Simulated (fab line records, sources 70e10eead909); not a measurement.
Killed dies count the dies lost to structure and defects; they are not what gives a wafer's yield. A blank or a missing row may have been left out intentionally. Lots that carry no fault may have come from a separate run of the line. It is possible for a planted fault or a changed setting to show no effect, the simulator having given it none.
fab line records	flow nand_harc	part 1 of 2: steps 1 to 22 of 23
[record] lots = 7	wafers = 21	last_day = 33
route steps=1302 shown A_SGD_CUT@918 A_SLIT@922 END@1302
lots that met no fault: taken from a fault-free run of the same line
start_h: hours from the record's first day to the start of the lot's first wafer shown	wait_h: hours since the lot's step before	" repeats the value in the row above	L1.1+2: one row covering several wafers at once	- either no value or no given start	* or withheld: withheld	< > ~ a bound
route shown NAME@n: names a module that has steps shown in the file, with the first one's number in the route	usual: average and standard deviation across the fault-free wafers	same: alike in all rows	chamber/n: place in a boat	sites: the reading at each site	_std_site: how widely they spread, as a standard deviation	_edge_site: outer sites' mean less inner sites'	radius_mm: for every site, how far away it sits from the centre of the wafer	mask NAME#n: copy n	behind: the tool/chamber that last shaped the wafer	hold: cause of the lot's hold/its duration in hours/its outcome	device: names the non-switching transistor (n, p or np)	end of line: the tests these same wafers got at the end of their route	a step given without rows: its recipe and nothing more	killed: count of dies lost to structure and defects at first sort (not the wafer's yield)	map: per-die view of a wafer (x killed, . not killed, _ where there is no die)
set.NAME: setting as actually run; set.NAME@STEP: the setting as run at that earlier step	model.NAME: the simulator's own value behind a step, which no gauge read
a table for each step, a row for each wafer; lots at some steps of the route
services: when a tool's chamber went out of use (start_h, in hours from the record's first day, below 0 if earlier), for how many hours, and the reason
[[steps]]
[step NHARC_A_SGD_CUT_ETCH_26]
[recipe] target_depth_a = 458	chemistry = dHF	material = SiO2
[step NHARC_A_SGD_CUT_ETCHBACK_24]
[recipe] target_depth_a = 500	over_etch_frac = 0.3	time_s = 92.857	ion_energy_ev = 120	ch3f_flow_sccm = 50	o2_flow_sccm = 30	ar_flow_sccm = 200	rf_w = 500	bias_w = 100	chemistry = CH3F/O2
[usual] drypump_motor_current_A = 5.5/0.38	oes_product_au = 0.98/0.032	rf_vpp_V = 244.4/2	showerhead_plenum_p_Torr = 2.46/0.12	throttle_valve_pct = 20.663/0.0089
[same] time_s = 92.857
lot.wafer	tool	chamber	start_h	wait_h	drypump_motor_current_A	oes_product_au	rf_hours_counter_h	rf_vpp_V	showerhead_plenum_p_Torr	throttle_valve_pct
L407.4	rie_diel-10	2	461.03	0.1	5.1	1.00	2.5	246.1	2.54	20.684
L407.2	"	3	"	"	5.6	1.00	2.9	242.5	2.36	20.670
L407.1	"	0	"	"	5.5	1.00	3.2	245.5	2.61	20.664
L414.3	rie_diel-08	0	526.81	0.1	5.9	0.97	7.5	243.7	2.39	20.671
L414.1	"	1	"	"	5.8	0.97	8.2	245.7	2.60	20.653
L414.4	"	3	"	"	5.2	0.97	7.0	243.5	2.33	20.678
L416.2	rie_diel-10	0	539.55	0.2	5.5	1.01	10.1	246.8	2.61	20.661
L416.1	"	1	"	"	5.3	0.99	9.8	242.3	2.30	20.659
L416.6	"	0	"	"	5.5	1.00	-	248.8	2.61	20.660
L417.2	rie_diel-08	3	539.55	0.2	5.3	1.00	8.5	243.0	2.33	20.636
L417.3	"	0	"	"	5.9	0.99	8.9	244.9	2.39	20.673
L417.6	"	3	"	"	5.3	1.01	-	243.7	2.33	20.654
L415.1	rie_diel-01	2	552.52	0.2	6.2	0.95	8.1	242.6	2.34	20.648
L415.3	"	0	"	"	4.9	0.93	8.1	247.1	2.63	20.659
L415.5	"	3	"	"	5.2	0.94	-	246.1	2.55	20.665
L418.1	rie_diel-08	0	565.51	0.2	5.9	1.00	1.4	244.7	2.39	20.659
L418.5	"	0	"	"	5.9	1.00	-	244.3	2.39	20.662
L418.6	"	2	"	"	6.1	1.01	-	242.0	2.32	20.668
L428.4	rie_diel-10	0	679.33	0.1	5.5	0.94	6.7	244.7	2.61	20.661
L428.1	"	3	"	"	5.6	0.93	6.1	242.5	2.35	20.672
L428.5	"	0	"	"	5.5	0.94	-	246.5	2.61	20.659
[step NHARC_A_SGD_CUT_STRIP_28]
[recipe] time_s = 20	o2_flow_sccm = 500	ar_flow_sccm = 0	bias_w = 0	chemistry = O2
[usual] drypump_motor_current_A = 5.5/0.39	oes_product_au = 1.001/0.0078	rf_vpp_V = 57.8/0.89	showerhead_plenum_p_Torr = 3.52/0.17	throttle_valve_pct = 17.036/0.0099
[same] time_s = 20
lot.wafer	tool	chamber	start_h	wait_h	drypump_motor_current_A	oes_product_au	rf_hours_counter_h	rf_vpp_V	showerhead_plenum_p_Torr	throttle_valve_pct
L407.1	rie_diel-10	1	-	-	5.3	0.991	2.8	57.0	3.31	17.029
L407.2	"	2	"	"	5.1	1.002	2.5	57.2	3.64	17.034
L407.4	"	0	"	"	5.5	1.001	3.3	57.5	3.74	17.027
L414.4	rie_diel-08	1	-	-	5.8	1.003	8.2	58.6	3.72	17.010
L414.3	"	2	"	"	6.1	0.991	7.7	58.4	3.33	17.040
L414.1	"	3	"	"	5.3	1.004	7.0	57.3	3.34	17.044
L417.3	rie_diel-08	1	-	-	5.8	1.000	9.5	57.5	3.72	17.030
L417.2	"	3	"	"	5.3	0.998	8.5	56.5	3.34	17.040
L417.6	"	2	"	"	6.1	1.002	-	57.2	3.33	17.036
L416.1	rie_diel-10	3	-	-	5.6	1.000	9.3	56.6	3.39	17.024
L416.2	"	2	"	"	5.1	1.000	8.9	58.3	3.63	17.035
L416.6	"	0	"	"	5.5	1.002	-	57.4	3.74	17.032
L415.1	rie_diel-01	1	-	-	5.2	1.001	8.3	57.4	3.66	17.053
L415.3	"	3	"	"	5.2	0.996	7.6	58.3	3.66	17.033
L415.5	"	1	"	"	5.3	0.996	-	58.0	3.66	17.022
L418.1	rie_diel-08	2	565.66	0.1	6.1	1.001	1.4	59.0	3.33	17.024
L418.6	"	0	"	"	5.9	1.005	-	57.5	3.43	17.050
L418.5	"	2	"	"	6.1	1.001	-	56.4	3.33	17.032
L428.1	rie_diel-10	1	-	-	5.4	0.995	7.2	57.6	3.30	17.028
L428.4	"	2	"	"	5.1	0.993	6.8	58.2	3.63	17.042
L428.5	"	1	"	"	5.4	0.991	-	56.7	3.30	17.024
[step NHARC_A_SGD_CUT_INSPECT_25]
[usual] raw_defect_count = 388/83
lot.wafer	tool	chamber	start_h	wait_h	raw_defect_count
L407.1	defect_inspect-01	-	461.27	-	412
L407.2	"	-	"	"	483
L407.4	"	-	"	"	459
L414.1	defect_inspect-01	-	527.05	-	375
L414.3	"	-	"	"	376
L414.4	"	-	"	"	317
L417.2	defect_inspect-01	-	539.78	-	257
L417.3	"	-	"	"	289
L417.6	"	-	"	"	351
L416.1	defect_inspect-02	-	539.80	-	316
L416.2	"	-	"	"	297
L416.6	"	-	"	"	323
L415.1	defect_inspect-02	-	552.76	-	376
L415.3	"	-	"	"	484
L415.5	"	-	"	"	533
L418.1	defect_inspect-02	-	565.76	-	269
L418.5	"	-	"	"	298
L418.6	"	-	"	"	325
L428.1	defect_inspect-02	-	679.58	-	463
L428.4	"	-	"	"	320
L428.5	"	-	"	"	360
[step NHARC_A_SLIT_DEP_25]
[recipe] target_thk_a = 2000	temp_c = 400	pressure_torr = 6.5	rf_w = 900	teos_flow_sccm = 161.4	flow_sccm = 2650	target_thk_nm = 200	gas = O2	material = SiO2
[step NHARC_A_SLIT_DEP_00]
[recipe] target_thk_a = 62000	temp_c = 400	material = aC
[usual] throttle_valve_pct = 35.001/0.0088
lot.wafer	tool	chamber	start_h	wait_h	throttle_valve_pct
L407.1	acl_dep-02	0	461.68	-	35.004
L407.2	"	0	"	"	34.995
L407.4	"	0	463.57	-	34.999
L414.1	acl_dep-02	0	528.73	-	34.999
L414.3	"	0	529.99	-	34.987
L414.4	"	0	"	"	35.009
L416.1	acl_dep-01	0	541.53	-	34.996
L416.2	"	0	"	"	35.001
L416.6	"	0	544.69	-	34.993
L417.2	acl_dep-03	0	541.84	-	35.005
L417.3	"	0	"	"	35.009
L417.6	"	0	544.34	-	35.005
L415.1	acl_dep-03	0	553.29	-	34.984
L415.3	"	0	554.55	-	35.002
L415.5	"	0	555.81	-	35.004
L418.1	acl_dep-02	0	566.47	-	35.009
L418.5	"	0	568.94	-	35.015
L418.6	"	0	"	"	35.011
L428.1	acl_dep-03	0	681.84	2.1	35.011
L428.4	"	0	683.74	3.9	34.981
L428.5	"	0	"	"	34.989
[step NHARC_A_SLIT_DEP_23]
[recipe] target_thk_a = 1000	target_thk_nm = 100	temp_c = 400	pressure_torr = 3.5	flow_sccm = 200	rf_w = 350	material = SiON
[usual] heater_power_w = 740/68
lot.wafer	tool	chamber	start_h	wait_h	heater_power_w	since_wet_clean_h
L407.1	pecvd-03	2	465.48	3.2	735	86
L407.2	"	0	"	"	736	86
L407.4	"	2	"	"	754	-
L414.1	pecvd-03	0	532.54	3.2	625	153
L414.3	"	2	"	"	708	153
L414.4	"	1	"	"	756	-
L417.2	pecvd-03	0	544.99	2.5	708	166
L417.3	"	2	"	"	708	166
L417.6	"	2	"	"	723	-
L416.1	pecvd-04	0	545.46	3.3	705	82
L416.2	"	1	"	"	715	82
L416.6	"	0	"	"	751	-
L415.3	pecvd-01	2	557.10	1.9	726	52
L415.1	"	0	"	"	723	52
L415.5	"	0	"	"	715	-
L418.1	pecvd-03	0	570.23	3.1	634	10
L418.6	"	2	"	"	745	-
L418.5	"	0	"	"	653	-
L428.1	pecvd-04	2	685.66	3.2	895	41
L428.4	"	2	"	"	893	-
L428.5	"	0	"	"	636	-
[step NHARC_A_SLIT_DEHYDRATE_01]
[recipe] temp_c = 150	time_s = 120
[step NHARC_A_SLIT_HMDS_02]
[recipe] time_s = 30
[step NHARC_A_SLIT_COAT_03]
[recipe] spin_rpm = 1500	resist_thk_nm = 90
[step NHARC_A_SLIT_SOFTBAKE_04]
[recipe] temp_c = 105	time_s = 55
[step NHARC_A_SLIT_EBR_05]
[step NHARC_A_SLIT_EXPOSE_06]
[recipe] na = 1.35	dose_mj = 60.82	mask_id = SLIT
[usual] exposure_dose_mJ_cm2 = 61.2/0.59
lot.wafer	tool	chamber	start_h	wait_h	mask	exposure_dose_mJ_cm2
L407.1	arfi_scanner-03	0	465.89	-	SLIT#0	60.7
L407.2	"	0	"	"	SLIT#0	60.7
L407.4	"	0	"	"	SLIT#0	60.6
L414.1	arfi_scanner-02	0	533.08	-	SLIT#0	61.8
L414.3	"	0	"	"	SLIT#0	61.9
L414.4	"	0	"	"	SLIT#0	62.0
L417.2	arfi_scanner-02	0	545.40	-	SLIT#0	67.0
L417.3	"	0	"	"	SLIT#0	67.1
L417.6	"	0	"	"	SLIT#0	67.1
L416.1	arfi_scanner-02	0	545.87	-	SLIT#0	66.1
L416.2	"	0	"	"	SLIT#0	66.0
L416.6	"	0	"	"	SLIT#0	66.1
L415.1	arfi_scanner-03	0	557.63	-	SLIT#0	60.9
L415.3	"	0	"	"	SLIT#0	60.8
L415.5	"	0	"	"	SLIT#0	60.8
L418.1	arfi_scanner-02	0	570.76	-	SLIT#0	65.2
L418.5	"	0	"	"	SLIT#0	65.2
L418.6	"	0	"	"	SLIT#0	65.2
L428.1	arfi_scanner-03	0	686.20	-	SLIT#0	60.6
L428.4	"	0	"	"	SLIT#0	60.5
L428.5	"	0	"	"	SLIT#0	60.6
[step NHARC_A_SLIT_PEB_07]
[recipe] peb_temp_c = 100	peb_time_s = 65
[step NHARC_A_SLIT_DEVELOP_08]
[recipe] develop_time_s = 35	dev_temp_c = 23
[step NHARC_A_SLIT_CD_MEAS_09]
[recipe] target_cd_nm = 300	landing_energy_ev = 500
[usual] cd_nm = 300.2/0.5
[same] landing_energy_ev = 500
lot.wafer	tool	chamber	start_h	wait_h	cd_nm
L407.1	cd_sem-01	0	466.03	-	300.0
L407.2	"	0	"	"	300.2
L407.4	"	0	"	"	300.1
L414.1	cd_sem-01	0	533.22	-	300.6
L414.3	"	0	"	"	301.0
L414.4	"	0	"	"	300.5
L417.2	cd_sem-01	0	545.54	-	303.7
L417.3	"	0	"	"	304.1
L417.6	"	0	"	"	304.3
L416.1	cd_sem-01	0	546.01	-	302.7
L416.2	"	0	"	"	302.9
L416.6	"	0	"	"	303.4
L415.1	cd_sem-01	0	557.77	-	300.4
L415.3	"	0	"	"	300.4
L415.5	"	0	"	"	300.9
L418.1	cd_sem-01	0	570.90	-	302.6
L418.5	"	0	"	"	302.7
L418.6	"	0	"	"	303.2
L428.1	cd_sem-03	0	686.34	-	300.7
L428.4	"	0	"	"	300.5
L428.5	"	0	"	"	300.8
[step NHARC_A_SLIT_OVL_MEAS_10]
[usual] overlay_x_nm = -0.1/0.81	overlay_y_nm = 0.1/0.88
lot.wafer	tool	chamber	start_h	wait_h	overlay_x_nm	overlay_y_nm
L407.1	overlay-02	-	466.11	-	-1.0	-0.7
L407.2	"	-	"	"	-0.6	-0.5
L407.4	"	-	"	"	-0.6	-0.9
L414.1	overlay-02	-	533.31	-	0.3	0.6
L414.3	"	-	"	"	0.7	0.9
L414.4	"	-	"	"	-0.2	0.5
L417.2	overlay-01	-	545.63	-	-0.3	-0.5
L417.3	"	-	"	"	-0.3	-0.3
L417.6	"	-	"	"	-0.3	-0.2
L416.1	overlay-02	-	546.10	-	0.9	0.7
L416.2	"	-	"	"	1.5	0.2
L416.6	"	-	"	"	1.3	0.6
L415.1	overlay-01	-	557.86	-	-0.1	-0.9
L415.3	"	-	"	"	-0.1	-1.3
L415.5	"	-	"	"	-0.1	-1.7
L418.1	overlay-02	-	570.99	-	0.0	0.3
L418.5	"	-	"	"	0.3	0.3
L418.6	"	-	"	"	0.3	0.0
L428.1	overlay-01	-	686.43	-	1.0	-0.1
L428.4	"	-	"	"	0.8	0.3
L428.5	"	-	"	"	1.0	0.1
[step NHARC_A_SLIT_INSPECT_11]
[usual] raw_defect_count = 53/28
lot.wafer	tool	chamber	start_h	wait_h	raw_defect_count
L407.1	defect_inspect-02	-	466.15	0.0	82
L407.2	"	-	"	"	54
L407.4	"	-	"	"	55
L414.1	defect_inspect-01	-	533.35	0.0	83
L414.3	"	-	"	"	71
L414.4	"	-	"	"	71
L417.2	defect_inspect-01	-	545.67	0.0	23
L417.3	"	-	"	"	21
L417.6	"	-	"	"	17
L416.1	defect_inspect-02	-	546.13	0.0	82
L416.2	"	-	"	"	81
L416.6	"	-	"	"	101
L415.1	defect_inspect-02	-	557.90	0.0	87
L415.3	"	-	"	"	74
L415.5	"	-	"	"	73
L418.1	defect_inspect-02	-	571.02	0.0	15
L418.5	"	-	"	"	20
L418.6	"	-	"	"	25
L428.1	defect_inspect-01	-	686.46	0.0	48
L428.4	"	-	"	"	54
L428.5	"	-	"	"	55
[step NHARC_A_SLIT_DESCUM_14]
[recipe] time_s = 3	o2_flow_sccm = 200	ar_flow_sccm = 0	bias_power_w = 0	chemistry = O2
[usual] drypump_motor_current_A = 5.7/0.41	oes_product_au = 0.999/0.009	rf_vpp_V = 57.8/0.84	showerhead_plenum_p_Torr = 1.89/0.1	throttle_valve_pct = 11.312/0.0095
[same] time_s = 3
lot.wafer	tool	chamber	start_h	wait_h	drypump_motor_current_A	oes_product_au	rf_hours_counter_h	rf_vpp_V	showerhead_plenum_p_Torr	throttle_valve_pct
L407.2	rie_diel-05	2	466.21	0.1	5.8	0.999	2.3	59.3	2.03	11.315
L407.1	"	0	"	"	5.1	0.990	2.5	57.5	2.03	11.307
L407.4	"	1	"	"	5.4	1.002	2.2	58.2	1.93	11.316
L414.1	rie_diel-06	0	533.41	0.1	5.5	1.001	2.7	58.1	1.79	11.312
L414.4	"	1	"	"	5.8	1.012	2.7	59.0	2.05	11.300
L414.3	"	2	"	"	5.1	1.019	2.4	59.6	1.79	11.329
L417.3	rie_diel-05	1	545.74	0.1	5.4	1.007	7.5	57.9	1.93	11.313
L417.2	"	2	"	"	5.8	0.997	7.8	58.7	2.03	11.317
L417.6	"	0	"	"	5.1	0.986	-	57.5	2.03	11.299
L416.2	rie_diel-03	0	546.21	0.1	6.3	1.000	3.3	58.5	1.80	11.307
L416.1	"	1	"	"	6.4	0.979	3.2	57.3	1.84	11.311
L416.6	"	2	"	"	5.6	1.003	-	57.0	1.80	11.301
L415.3	rie_diel-05	3	557.97	0.1	6.0	0.988	7.8	57.4	1.78	11.292
L415.1	"	0	"	"	5.1	0.986	9.1	57.4	2.03	11.308
L415.5	"	2	"	"	5.8	0.992	-	57.2	2.02	11.293
L418.1	rie_diel-03	0	571.10	0.1	6.3	1.006	5.4	55.6	1.80	11.301
L418.6	"	2	"	"	5.6	1.010	-	57.4	1.80	11.300
L418.5	"	3	"	"	5.3	1.002	-	57.0	1.86	11.313
L428.1	rie_diel-05	2	686.54	0.1	5.8	0.996	4.1	55.8	2.02	11.321
L428.4	"	0	"	"	5.1	0.994	4.6	58.0	2.02	11.316
L428.5	"	2	"	"	5.8	1.006	-	58.4	2.02	11.307
[step NHARC_A_SLIT_ETCH_24]
[recipe] target_depth_a = 1210	time_s = 60.5	cf4_flow_sccm = 100	chf3_flow_sccm = 30	ar_flow_sccm = 0	rf_w = 500	bias_w = 200	chemistry = CF4/CHF3
[usual] drypump_motor_current_A = 5.7/0.42	oes_product_au = 0.958/0.019	rf_vpp_V = 369.9/2.8	showerhead_plenum_p_Torr = 1.56/0.08	throttle_valve_pct = 16.801/0.01
[same] time_s = 60.5
lot.wafer	tool	chamber	start_h	wait_h	drypump_motor_current_A	oes_product_au	rf_hours_counter_h	rf_vpp_V	showerhead_plenum_p_Torr	throttle_valve_pct	model.A_SLIT.cd_offset_nm
L407.1	rie_diel-05	3	466.30	0.1	6.0	0.922	2.7	366.1	1.47	16.794	-1.266
L407.4	"	0	"	"	5.1	0.911	2.5	374.1	1.66	16.807	-1.815
L407.2	"	1	"	"	5.4	0.926	2.2	370.4	1.59	16.806	-1.33
L414.1	rie_diel-06	2	533.49	0.1	5.1	0.972	2.4	366.9	1.48	16.792	0.7827
L414.3	"	3	"	"	6.0	0.973	2.4	371.0	1.61	16.807	0.526
L414.4	"	0	"	"	5.5	0.961	2.7	367.0	1.48	16.790	-0.07857
L417.3	rie_diel-05	0	545.82	0.1	5.2	0.956	7.8	374.3	1.66	16.800	4.438
L417.2	"	2	"	"	5.8	0.969	7.8	375.2	1.66	16.776	3.884
L417.6	"	3	"	"	6.0	0.961	-	367.8	1.47	16.806	4.37
L416.1	rie_diel-03	0	546.28	0.1	6.3	0.966	3.3	368.9	1.48	16.801	2.421
L416.2	"	2	"	"	5.6	0.958	3.0	367.4	1.48	16.811	3.057
L416.6	"	0	"	"	6.3	0.974	-	367.3	1.48	16.824	3.184
L415.3	rie_diel-05	2	558.04	0.1	5.8	0.940	9.4	372.6	1.66	16.815	0.2357
L415.1	"	0	"	"	5.1	0.951	9.1	373.8	1.66	16.805	0.2283
L415.5	"	3	"	"	6.0	0.947	-	366.3	1.47	16.797	0.592
L418.1	rie_diel-03	0	571.18	0.1	6.3	0.958	5.4	368.0	1.48	16.777	3.048
L418.6	"	2	"	"	5.6	0.953	-	366.5	1.48	16.802	2.615
L418.5	"	3	"	"	5.3	0.945	-	368.2	1.53	16.804	2.234
L428.4	rie_diel-05	3	686.61	0.1	6.0	0.968	4.8	367.1	1.46	16.800	0.38
L428.1	"	2	"	"	5.8	0.971	4.1	374.0	1.66	16.794	0.4128
L428.5	"	3	"	"	6.0	0.966	-	367.3	1.47	16.800	0.6898
[step NHARC_A_SLIT_ETCH_15]
[recipe] target_depth_a = 62000	over_etch_frac = 0.3	time_s = 1612	ion_energy_ev = 150	o2_flow_sccm = 400	cos_flow_sccm = 20	ar_flow_sccm = 0	rf_w = 500	bias_w = 300	chemistry = O2/COS
[usual] cos_flow_sccm = 20.00/0.063	drypump_motor_current_A = 5.7/0.41	oes_product_au = 0.998/0.0084	rf_vpp_V = 313.8/2.3	showerhead_plenum_p_Torr = 3.09/0.16	throttle_valve_pct = 28.332/0.0085
[same] time_s = 1612
lot.wafer	tool	chamber	start_h	wait_h	cos_flow_sccm	drypump_motor_current_A	oes_product_au	rf_hours_counter_h	rf_vpp_V	showerhead_plenum_p_Torr	throttle_valve_pct	model.A_SLIT.cd_offset_nm
L407.1	rie_diel-05	3	-	-	20.05	6.0	0.989	3.0	310.6	2.91	28.321	-0.8296
L407.2	"	1	"	"	19.99	5.4	0.993	2.4	314.2	3.15	28.318	-1.294
L407.4	"	2	"	"	19.99	5.8	0.983	2.6	317.1	3.30	28.323	-1.56
L414.3	rie_diel-06	2	-	-	19.98	5.1	1.011	2.6	311.4	2.93	28.349	0.5494
L414.4	"	3	"	"	19.95	6.0	0.993	2.6	314.0	3.19	28.322	0.05933
L414.1	"	0	"	"	19.99	5.6	0.998	2.9	311.8	2.93	28.317	0.9888
L417.3	rie_diel-05	2	-	-	19.90	5.8	0.990	8.0	315.9	3.29	28.338	4.556
L417.2	"	3	"	"	20.14	6.0	0.994	6.8	311.3	2.91	28.323	4.171
L417.6	"	1	"	"	20.14	5.4	0.994	-	314.9	3.14	28.333	4.381
L416.2	rie_diel-03	3	-	-	20.02	5.3	0.996	2.5	312.3	3.03	28.313	3.132
L416.1	"	1	"	"	19.99	6.4	0.997	3.5	311.7	3.01	28.315	2.69
L416.6	"	3	"	"	19.95	5.3	0.997	-	314.2	3.03	28.332	3.002
L415.3	rie_diel-05	3	-	-	19.95	6.0	0.985	8.1	311.8	2.91	28.328	0.3375
L415.1	"	2	"	"	20.07	5.8	0.985	9.7	314.8	3.29	28.338	0.6285
L415.5	"	0	"	"	20.00	5.1	0.989	-	316.6	3.30	28.335	0.0352
L418.1	rie_diel-03	0	-	-	19.97	6.3	1.009	5.7	310.2	2.94	28.331	3.431
L418.6	"	0	"	"	19.98	6.3	1.006	-	312.0	2.94	28.314	2.659
L418.5	"	1	"	"	19.99	6.5	1.005	-	312.4	3.00	28.342	2.507
L428.4	rie_diel-05	0	-	-	19.90	5.2	0.995	4.9	315.4	3.29	28.330	0.2407
L428.1	"	3	"	"	19.98	6.0	0.992	5.0	309.5	2.91	28.341	0.5729
L428.5	"	1	"	"	20.10	5.4	1.008	-	315.4	3.14	28.332	1.12
[step NHARC_A_SLIT_ETCH_17]
[recipe] bias_v = 900	source_w = withheld	pressure_mtorr = 20	ar_flow_sccm = 375	c4f8_flow_sccm = 83.3	o2_flow_sccm = 41.7	time_s = 4254.5	target_depth_a = 2.03e+05	chemistry = C4F8/O2/Ar
[[key]]
[first_sign] step = NHARC_A_SLIT_EXPOSE_06	reading = exposure_dose_mJ_cm2	direction = up	sigmas = 8.4	usual = 61.2	struck = 66.1
[effect] step = NHARC_A_SLIT_CD_MEAS_09	reading = cd_nm	direction = up	sigmas = 6.3	usual = 300.2	struck = 303.3	through = control_loop
[model_effect] step = NHARC_A_SLIT_ETCH_24	value = A_SLIT.cd_offset_nm	without = -0.1195	struck = 3.25
[model_effect] step = NHARC_A_SLIT_ETCH_15	value = A_SLIT.cd_offset_nm	without = 0.02237	struck = 3.392
met_at NHARC_A_SLIT_EXPOSE_06
struck_wafers L416.1,L416.2,L416.6,L417.2,L417.3,L417.6,L418.1,L418.5,L418.6
tester_left_out L416,L417,L418
[loop_trim] step = NHARC_A_SLIT_EXPOSE_06	setting = dose	lots = L416,L418
onset_between 533.08 545.40
[fault] kind = process_parameter_drift	tool = arfi_scanner-02	chamber = -	onset_h = 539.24	steps = NHARC_A_SLIT_EXPOSE_06	channel = dose_mj	offset = 5.1535	shape = step	acts_in = these_recipes_only	stated = 60.82
// tester_left_out: of these lots the tester's yield and bins aren't shown, on N5 and GAA mostly nor the transistor test; their killed dies are dies lost to structure and defects alone, not to doping, threshold or leakage, so they don't give the yield
// loop_trim: a control loop set the setting to another value than it would have without faults
